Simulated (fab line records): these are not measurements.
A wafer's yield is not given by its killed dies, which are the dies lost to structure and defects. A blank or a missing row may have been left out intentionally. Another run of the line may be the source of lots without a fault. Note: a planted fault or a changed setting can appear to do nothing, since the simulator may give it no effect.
The same fault as seen by 3 desks :: flow n5Finfet :: each desk holds nothing but its own numbers, with what lay behind them at the end

== THE DEFECT DESK ==
Per lot, the means of the sampled wafers with a number show what the inspections along the route counted. The brackets show how far a lot's mean lies from the usual mean; more than 4 standard deviations puts the lot out of limits, marked OUT.
Columns: A = rawDefectCount at N5_FIN_SAQP_INSPECT_18, usual 353
lot: L724
first seen here: day 2 21:17
A: 414

lot: L727
first seen here: day 3 16:28
A: 222

lot: L728
first seen here: day 3 22:04
A: 311

lot: L738
first seen here: day 6 10:22
A: 230

lot: L740
first seen here: day 6 22:20
A: 350

lot: L742
first seen here: day 7 09:41
A: 298
Finding of this desk: none of the 6 lots has anything out of limits.

== AT THE METROLOGY DESK ==
What the gauges read, lot by lot, whatever tool the lot ran on: means of the sampled wafers that have a number. The brackets show how far a lot's mean lies from the usual mean; more than 4 standard deviations puts the lot out of limits, marked OUT. It has 12 readings; the 7 that lie furthest out on some lot are the ones shown.
Columns: A = DIBL_N at N5_BEOL_M4_RC_MEAS_101, usual 36.3 mV/V; B = IOFF_N at N5_BEOL_M4_RC_MEAS_101, usual 0.16 nA/um; C = IOFF_P at N5_BEOL_M4_RC_MEAS_101, usual 0.22 nA/um; D = ION_P at N5_BEOL_M4_RC_MEAS_101, usual 466 uA/um; E = SS_N at N5_BEOL_M4_RC_MEAS_101, usual 71.5 mV/dec; F = VT_N at N5_BEOL_M4_RC_MEAS_101, usual 249 mV; G = VT_P at N5_BEOL_M4_RC_MEAS_101, usual -248.9 mV
lot: L724
first seen here: day 2 21:13
A: 36.3
B: 0.16
C: 0.22
D: 474
E: 71.1
F: 250
G: -247.2

lot: L727
first seen here: day 3 16:23
A: 36.9
B: 0.21
C: 0.30
D: 482
E: 71.5
F: 243
G: -241.1

lot: L728
first seen here: day 3 22:00
A: 36.7
B: 0.15
C: 0.19
D: 462
E: 71.1
F: 251
G: -254.2

lot: L738
first seen here: day 6 10:19
A: 35.2
B: 0.15
C: 0.21
D: 462
E: 71.6
F: 250
G: -250.5

lot: L740
first seen here: day 6 22:17
A: 33.0
B: 0.13
C: 0.20
D: 468
E: 70.3
F: 249
G: -249.0

lot: L742
first seen here: day 7 09:37
A: 35.4
B: 0.15
C: 0.23
D: 476
E: 71.5
F: 250
G: -248.0
Finding of this desk: none of the 6 lots has anything out of limits.

== FOR THE TOOL OWNER'S DESK: rieDiel-05 ==
The tool's own readings at N5_FIN_SAQP_DESCUM_21 (chemistry O2, time 7.9 s): means of the sampled wafers that have a number, for each lot that ran on this tool. The brackets show how far a lot's mean lies from the usual mean; more than 4 standard deviations puts the lot out of limits, marked OUT.
Columns: A = drypumpMotorCurrentA at N5_FIN_SAQP_DESCUM_21, usual 6.0 A; B = oesProductAu at N5_FIN_SAQP_DESCUM_21, usual 0.77 a.u.; C = rfVppV at N5_FIN_SAQP_DESCUM_21, usual 243.1 V; D = showerheadPlenumPTorr at N5_FIN_SAQP_DESCUM_21, usual 2.10 Torr; E = tempC at N5_FIN_SAQP_DESCUM_21, usual 40.00 C; F = throttleValvePct at N5_FIN_SAQP_DESCUM_21, usual 20.34 %
lot: L727
first seen here: day 3 16:47
A: 5.9
B: 0.73
C: 243.7
D: 2.14
E: 39.95
F: 20.41

lot: L728
first seen here: day 3 22:07
A: 5.9
B: 0.74
C: 243.2
D: 2.14
E: 40.06
F: 20.43

lot: L738
first seen here: day 6 10:40
A: 6.0
B: 0.73
C: 243.1
D: 2.12
E: 39.95
F: 20.28

lot: L740
first seen here: day 6 22:22
A: 5.7
B: 0.71
C: 244.4
D: 2.17
E: 40.19
F: 20.70
Finding of this desk: none of the 4 lots has anything out of limits.

== TAKEN TOGETHER ==
Nothing the defect desk looked at was out of limits.
Metrology desk: nothing out of limits seen.
Nothing out of limits was seen by the tool owner's desk.

== WHAT THE SIMULATOR HAD INSERTED ==
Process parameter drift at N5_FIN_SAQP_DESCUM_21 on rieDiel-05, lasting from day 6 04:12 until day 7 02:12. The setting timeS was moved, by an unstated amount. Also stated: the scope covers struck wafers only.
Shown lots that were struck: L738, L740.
